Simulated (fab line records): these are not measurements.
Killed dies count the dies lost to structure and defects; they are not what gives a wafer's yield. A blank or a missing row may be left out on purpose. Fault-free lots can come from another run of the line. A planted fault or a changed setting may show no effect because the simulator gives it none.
The same fault as seen by 3 desks | flow n5-finfet | numbers are kept per desk, each desk with only its own; the story behind them comes last

## FROM THE METROLOGY DESK
What the gauges read, lot by lot, whatever tool the lot ran on: means of the sampled wafers that have a number. A lot is out of limits, marked OUT, if its mean lies more than 4 standard deviations from the usual mean; the brackets give that distance. Of its 22 readings 7 are shown: those that lie furthest out on some lot.
Columns: A = CJ_N at N5_BEOL_M4_RC_MEAS_101, usual 4.36; B = IGATE_N at N5_BEOL_M4_RC_MEAS_101, usual 0.0118 nA/um; C = RC_DENSE_N at N5_BEOL_M4_RC_MEAS_101, usual 19.0 ohm.um; D = RC_N at N5_BEOL_M4_RC_MEAS_101, usual 15.50 ohm.um; E = REXT_N at N5_BEOL_M4_RC_MEAS_101, usual 75.3 ohm.um; F = VT_N_LVT at N5_BEOL_M4_RC_MEAS_101, usual 99.0 mV; G = VT_P at N5_BEOL_M4_RC_MEAS_101, usual -250 mV
lot  | first seen here | A    | B      | C    | D     | E    | F     | G
L485 | day 10 00:17    | 4.33 | 0.0117 | 19.4 | 15.68 | 74.9 | 98.9  | -251
L487 | day 10 17:23    | 4.24 | 0.0117 | 19.6 | 15.91 | 77.0 | 97.9  | -245
L490 | day 11 13:34    | 4.42 | 0.0095 | 18.8 | 15.31 | 75.5 | 98.3  | -249
L491 | day 11 21:41    | 4.41 | 0.0132 | 18.5 | 15.02 | 72.4 | 101.4 | -251
L496 | day 13 04:23    | 4.37 | 0.0137 | 18.6 | 15.25 | 76.1 | 97.2  | -255
L499 | day 13 15:44    | 4.47 | 0.0110 | 18.9 | 15.47 | 72.8 | 102.2 | -253
L500 | day 13 20:10    | 4.38 | 0.0124 | 18.9 | 15.38 | 75.3 | 100.0 | -249
L502 | day 14 10:47    | 4.53 | 0.0120 | 19.2 | 15.55 | 75.6 | 99.1  | -252
L501 | day 14 17:31    | 4.31 | 0.0129 | 19.3 | 15.70 | 74.9 | 96.5  | -251
This desk's finding: nothing out of limits on any of the 9 lots.

## AT THE TOOL OWNER'S DESK: rie-si-06
The tool's own readings at N5_SD_EPI_N_SD_RECESS_17 (chemistry HBr/Cl2/O2, target depth 41 nm, time 23.7 s, bt time 3 s): means of the sampled wafers that have a number, for each lot that ran on this tool. A lot is out of limits, marked OUT, if its mean lies more than 4 standard deviations from the usual mean; the brackets give that distance.
Columns: A = chamber-pressure-mTorr at N5_SD_EPI_N_SD_RECESS_17, usual 10.001 mTorr; B = drypump-motor-current-A at N5_SD_EPI_N_SD_RECESS_17, usual 5.6 A; C = oes-product-au at N5_SD_EPI_N_SD_RECESS_17, usual 0.996 a.u.; D = throttle-valve-pct at N5_SD_EPI_N_SD_RECESS_17, usual 37.13 %
lot  | first seen here | A      | B   | C                | D
L485 | day 4 17:25     | 9.992  | 5.3 | 0.994            | 37.05
L487 | day 5 01:03     | 10.001 | 4.9 | 1.105 (+9.9) OUT | 37.56
L490 | day 5 18:14     | 10.001 | 5.3 | 1.053 (+5.2) OUT | 37.01
L491 | day 6 06:52     | 10.004 | 5.6 | 1.068 (+6.5) OUT | 36.85
L502 | day 9 00:15     | 9.994  | 5.8 | 0.990            | 36.89
This desk's finding: out of limits on L487, L490, L491; first on L487, day 5 01:03 (oes-product-au at N5_SD_EPI_N_SD_RECESS_17). In limits: L485, L502.

## THE DEFECT DESK
For each lot, the counts of the inspections along the route, averaged over the sampled wafers that have a number. A lot is out of limits, marked OUT, if its mean lies more than 4 standard deviations from the usual mean; the brackets give that distance.
Columns: A = raw-defect-count at N5_SPACER0_INSPECT_04, usual 141
lot  | first seen here | A
L485 | day 4 16:14     | 181
L487 | day 4 23:58     | 138
L490 | day 5 17:11     | 167
L491 | day 6 05:42     | 124
L496 | day 7 06:32     | 126
L499 | day 8 02:49     | 111
L500 | day 8 07:25     | 155
L501 | day 8 19:23     | 158
L502 | day 8 23:03     | 130
This desk's finding: nothing out of limits on any of the 9 lots.

## PUT TOGETHER
An alarm could have come from the tool owner's desk at day 5 01:03, on L487, L490, L491.
At the metrology desk, nothing out of limits was observed.
No out-of-limits result turned up at the defect desk.
The metrology desk has L487, L490, L491 on record, within its limits.
The defect desk has L487, L490, L491 on record, within its limits.
Every lot named ran N5_SD_EPI_N_SD_RECESS_17 on rie-si-06.

## WHAT THE SIMULATOR PUT IN
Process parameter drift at N5_SD_EPI_N_SD_RECESS_17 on rie-si-06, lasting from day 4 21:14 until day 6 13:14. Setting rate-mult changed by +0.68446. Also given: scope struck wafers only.
Shown lots that were struck: L487, L490, L491.
Hours from the fault's start to each desk's first reading out of limits: the tool owner's desk, 4.
